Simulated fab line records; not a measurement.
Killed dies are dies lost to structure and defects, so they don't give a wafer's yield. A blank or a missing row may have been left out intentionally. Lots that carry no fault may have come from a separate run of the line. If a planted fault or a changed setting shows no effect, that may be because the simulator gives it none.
Chamber matching | flow nand harc | NHARC_A_DECK1_JOINT_ETCHBACK_00 on rie si-06 has 4 sister chambers
The step etches the open film in HBr, target depth 30 nm, time 17.4 s. 8 wafers are shown with their chamber, then 12 later ones without.

## WAFERS WITH THEIR CHAMBER
wafer  | chamber | oes product au (a.u.) | throttle valve pct (%)
L088.3 | 2       | 1.013                 | 23.260
L088.5 | 2       | 1.009                 | 23.288
L088.6 | 3       | 0.994                 | 23.270
L088.1 | 3       | 0.988                 | 23.260
L088.2 | 1       | 0.985                 | 23.274
L091.1 | 0       | 1.005                 | 23.262
L091.4 | 1       | 0.992                 | 23.280
L091.5 | 0       | 1.010                 | 23.268

## WAFERS WITHOUT THEIR CHAMBER
wafer  | oes product au (a.u.) | throttle valve pct (%)
L091.2 | 1.010                 | 23.261
L091.3 | 1.003                 | 23.257
L091.6 | 0.993                 | 23.265
L095.2 | 1.015                 | 23.267
L095.3 | 0.985                 | 23.259
L095.6 | 0.996                 | 23.264
L095.1 | 1.003                 | 23.260
L095.4 | 0.995                 | 23.282
L095.5 | 1.006                 | 23.267
L096.4 | 1.014                 | 23.263
L096.5 | 0.991                 | 23.271
L096.6 | 0.990                 | 23.268

## WHICH CHAMBER EACH WENT THROUGH
wafer  | from the rows above          | in truth
L091.2 | can't be placed: 0 or 2      | 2
L091.3 | can't be placed: 0 or 2 or 3 | 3
L091.6 | can't be placed: 3 or 1      | 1
L095.2 | can't be placed: 2 or 0      | 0
L095.3 | can't be placed: 3 or 1      | 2
L095.6 | can't be placed: 3 or 1 or 0 | 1
L095.1 | can't be placed: 0 or 2 or 3 | 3
L095.4 | can't be placed: 1 or 3 or 0 | 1
L095.5 | can't be placed: 0 or 2      | 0
L096.4 | can't be placed: 2 or 0      | 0
L096.5 | can't be placed: 3 or 1      | 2
L096.6 | can't be placed: 3 or 1      | 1
Correctly placed: 0 of 12. From these rows, 12 cannot be placed; in 10 the true chamber is one of the candidates. Wrongly placed: 0.
How it was worked out, from the rows above alone: a wafer's distance from a chamber is the root of the sum, over the readings, of the square of ((its reading less the chamber's mean) divided by the reading's scatter). The wafer belongs to the nearest chamber; if the next one is less than 2 further off, it can't be placed. Each chamber's mean is taken over the wafers shown for it. The scatter: take each reading less its chamber's mean, square it, sum over the shown wafers, divide by the number of wafers less the number of chambers, and take the root.
